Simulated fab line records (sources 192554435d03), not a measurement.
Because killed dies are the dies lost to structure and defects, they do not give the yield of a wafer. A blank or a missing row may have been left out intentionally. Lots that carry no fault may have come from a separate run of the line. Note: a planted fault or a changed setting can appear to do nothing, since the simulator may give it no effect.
Chamber matching	flow n5-finfet	3 sister chambers for N5_BEOL_M1_DESCUM_33 on rie-diel-02
The step chemistry O2, time 7 s. 14 wafers are shown with their chamber, then 6 later ones without.

== WAFERS WITH THEIR CHAMBER ==
wafer	chamber	oes-product-au (a.u.)	rf-vpp-V (V)	bias-power-w (W)
L079.2	3	0.86	242.5	20.11
L079.4	1	0.70	242.6	20.09
L079.6	1	0.70	239.0	20.01
L082.1	1	0.69	242.3	20.01
L082.4	3	0.85	243.6	19.96
L082.5	1	0.69	240.7	19.98
L085.3	0	0.74	242.5	20.05
L085.4	1	0.69	241.6	20.03
L085.5	3	0.83	242.2	20.06
L088.1	0	0.75	242.8	20.03
L088.4	1	0.69	241.2	19.99
L088.5	0	0.75	241.9	20.08
L089.2	3	0.82	243.9	20.03
L089.4	1	0.68	242.4	20.05

SIGNATURES, as means of the wafers listed above
reading	chamber 0	chamber 1	chamber 3	scatter within a chamber
oes-product-au	0.7467	0.6914	0.8400	0.0111
rf-vpp-V	242.400	241.400	243.050	1.05
bias-power-w	20.0533	20.0229	20.0400	0.0443
Rule: a wafer's distance from a chamber is the root of the sum, over the readings, of the square of ((its reading less the chamber's mean) divided by the reading's scatter). If the next closest chamber is less than 2 further off than the closest, the wafer can't be placed; otherwise it belongs to the closest. How the scatter is found: for the shown wafers, subtract from each reading the mean of its chamber, square and add these, divide the total by (wafers less chambers), then take the root.

== WAFERS WITH NO CHAMBER GIVEN ==
wafer	oes-product-au (a.u.)	rf-vpp-V (V)	bias-power-w (W)
L091.1	0.74	243.3	20.01
L091.3	0.68	239.8	20.02
L091.6	0.82	244.4	20.04
L094.1	0.69	242.1	19.86
L094.4	0.82	243.4	19.89
L094.5	0.68	241.4	19.90

== WHICH CHAMBER EACH WENT THROUGH ==
wafer	from the rows above	in truth
L091.1	0	0
L091.3	1	1
L091.6	3	3
L094.1	1	1
L094.4	3	3
L094.5	1	1
6 of 6 placed correctly. Can't be placed from these rows: 0. 0 placed wrongly.
